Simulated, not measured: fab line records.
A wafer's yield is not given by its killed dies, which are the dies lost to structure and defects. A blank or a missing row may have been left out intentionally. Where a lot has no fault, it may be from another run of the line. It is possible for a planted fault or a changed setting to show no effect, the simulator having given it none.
Struck lot and sound lot, side by side + flow n5-finfet + 38 steps out of a route of 1938
Sound: these wafers, L407.1, L407.3, L407.6. Struck: wafer L403.6 (left out: L403.2, a lot-mate that was not struck); the cause follows at the end.
Per side, at each step with rows, come the tool, then ch with its chambers, and then its first start. Under that, the readings that differ: sound wafers + struck wafers + difference of the means + sigmas: that difference in standard deviations of wafers without a fault.
alike: readings whose means differ by less than 2 such deviations, and words and numbers that are the same on both sides. not compared: withheld readings, readings that some wafer has no value for, bounds like >300 that may hide the same value, and numbers for which the record gives no deviation and whose values overlap.
A row with sigmas, a row that says differs or no value, or rows on one side alone: a step with any of these is where the two part. When numbers do not overlap yet have no deviation, they are printed without sigmas and do not part them. A reading that every wafer of one side lacks parts them only if that side has two wafers or more.

first, 9 steps without rows for these wafers: N5_FIN_SAQP_PRECLEAN_42 (cleans in O3/DIW, time 60 s); N5_FIN_SAQP_PRECLEAN_00 (cleans in SC1, time 60 s); N5_FIN_SAQP_PRECLEAN_44 (cleans in SC2, time 45 s); N5_FIN_SAQP_SRD_01 (time 30 s); N5_FIN_SAQP_ALD_61 (deposits SiO2, target thk 4 nm, pulse time 1 s, purge time 2 s); N5_FIN_SAQP_DENSIFY_62 (time 60 s); N5_FIN_SAQP_HM_DEP_03 (deposits SiNx from SiH4/NH3/N2, target thk 38 nm, time 33.6 s); N5_FIN_SAQP_PECVD_47 (deposits a-Si from SiH4/He, target thk 45 nm, time 36.3 s); N5_FIN_SAQP_PECVD_48 (deposits SiNx from SiH4/NH3/N2, target thk 25 nm, time 22.1 s).
N5_FIN_SAQP_PECVD_06: deposits a-Si from SiH4/He, target thk 60 nm, time 48.1 s.
  sound on pecvd-02 ch 1,2, day 6 15:22; struck on pecvd-03 ch 2, day 5 15:53
| reading                                     | sound             | struck | difference | sigmas |
|---------------------------------------------|-------------------|--------|------------|--------|
| model.a-Si_of_FIN_SAQP_PECVD_06.thk-nm (nm) | 59.18 58.72 59.06 | 93.72  | +34.73     |        |
  alike: heater-power-w, showerhead-plenum-p-Torr, throttle-valve-pct
N5_FIN_SAQP_THK_MEAS_07:
  sound: film-metro-01 at day 6 15:26; struck: film-metro-02 at day 5 15:59
| reading     | sound          | struck | difference | sigmas |
|-------------|----------------|--------|------------|--------|
| thk-nm (nm) | 59.2 58.7 59.1 | 93.7   | +34.7      | +44    |
then, 15 steps without rows for these wafers: N5_FIN_SAQP_HM_DEP_72 (deposits SiO2 from SiH4/N2O, target thk 12 nm, time 7.2 s); N5_FIN_SAQP_COAT_49 (time 60 s, resist thk 100 nm); N5_FIN_SAQP_COAT_50 (time 60 s, resist thk 35 nm); N5_FIN_SAQP_COAT_10 (resist thk 90 nm); N5_FIN_SAQP_EBR_12; N5_FIN_SAQP_SOFTBAKE_11 (time 60 s); N5_FIN_SAQP_EXPOSE_13 (exposes mask FIN CORE, target cd 35.6 nm); N5_FIN_SAQP_PEB_14 (peb time 60 s); N5_FIN_SAQP_DEVELOP_15 (develop time 30 s); N5_FIN_SAQP_DESCUM_21 (chemistry O2, time 7.9 s); N5_FIN_SAQP_ETCH_51 (etches SiARC in CF4, target depth 45.5 nm, time 75.8 s); N5_FIN_SAQP_ETCH_52 (etches SOC in N2/H2, target depth 100 nm, overetch 20 nm, time 150 s); N5_FIN_SAQP_STRIP_53 (strips in N2/H2); N5_FIN_SAQP_HM_OPEN_73 (chemistry CHF3/O2, target SiO2, stops on a-Si, target depth 12 nm, time 16.8 s); N5_FIN_SAQP_STRIP_74 (strips in CHF3/O2).
N5_FIN_SAQP_MANDREL_ETCH_22: etches a-Si in HBr/Cl2, stops on SiNx, target depth 60 nm, bt time 10 s, time 30 s.
  sound on rie-si-03 ch 1,2,3, day 6 16:19; struck on rie-si-03 ch 2, day 5 16:51
| reading                  | sound             | struck | difference | sigmas |
|--------------------------|-------------------|--------|------------|--------|
| oes-product-au (a.u.)    | 0.762 0.762 0.774 | 0.997  | +0.231     | +18    |
| throttle-valve-pct (%)   | 35.8 35.4 35.7    | 34.9   | -0.7       | -2     |
| model.etch.depth-nm (nm) | 59.18 58.67 59.01 | 88.99  | +30.04     |        |
  alike: drypump-motor-current-A, mfc-cl2-sccm
  not compared: rf-hours-counter-h
then, 5 steps without rows for these wafers: N5_FIN_SAQP_STRIP_55 (strips in N2/H2); N5_FIN_SAQP_STRIP_23 (strips in SPM, time 750 s); N5_FIN_SAQP_SRD_66 (time 30 s); N5_FIN_SAQP_RECESS_75 (chemistry HF/NH3, target SiO2, target depth 14.4 nm, afs cycles 3, sublimation time 60 s); N5_FIN_SAQP_SPACER1_ALD_24 (deposits SiO2, target thk 20.3 nm, pulse time 1 s, purge time 2 s).
N5_FIN_SAQP_SPACER1_ETCHBACK_25: etches SiO2 in CHF3/O2, target depth 24.4 nm, time 12.2 s.
  sound on rie-diel-02 ch 2,3, day 6 19:20; struck on rie-diel-05 ch 0, day 5 18:34
| reading                                     | sound          | struck | difference | sigmas |
|---------------------------------------------|----------------|--------|------------|--------|
| oes-product-au (a.u.)                       | 0.94 0.83 0.83 | 0.27   | -0.60      | -7     |
| model.a-Si_of_FIN_SAQP_PECVD_06.thk-nm (nm) | 58.2 57.8 58   | 92.8   | +34.8      |        |
  alike: drypump-motor-current-A, rf-vpp-V, showerhead-plenum-p-Torr, throttle-valve-pct
  not compared: rf-hours-counter-h
then, 2 steps without rows for these wafers: N5_FIN_SAQP_MANDREL1_REMOVE_56 (chemistry HBr/Cl2/O2, target a-Si, stops on SiNx, bt time 10 s); N5_FIN_SAQP_ETCH_57 (etches SiNx in CH3F/O2, target depth 32.5 nm, time 46.4 s).
N5_FIN_SAQP_INSPECT_40: inspects for defects (brightfield).
  sound: defect-inspect-01 at day 6 22:00; struck: defect-inspect-02 at day 5 20:53
| reading          | sound       | struck | difference | sigmas |
|------------------|-------------|--------|------------|--------|
| raw-defect-count | 199 137 223 | 1758   | +1572      | +33    |
N5_BEOL_M4_RC_MEAS_101:
  the record has rows for the sound wafers here (prober-01 ch 0, day 12 20:19) and none for the struck ones
-- record jumps: 11 days separate the struck wafers' starts on either side; left off in module BEOL_M4, taken up again in module PASSIVATION, whose first shown step is the route's number 1936 --
N5_PASSIVATION_PROBE_49:
  the record has rows for the struck wafers here (prober-01, day 17 03:27) and none for the sound ones

== WHERE THEY PART ==
At N5_FIN_SAQP_THK_MEAS_07 first; at N5_PASSIVATION_PROBE_49 last (within this record only).

WHY: the cause the simulator had injected
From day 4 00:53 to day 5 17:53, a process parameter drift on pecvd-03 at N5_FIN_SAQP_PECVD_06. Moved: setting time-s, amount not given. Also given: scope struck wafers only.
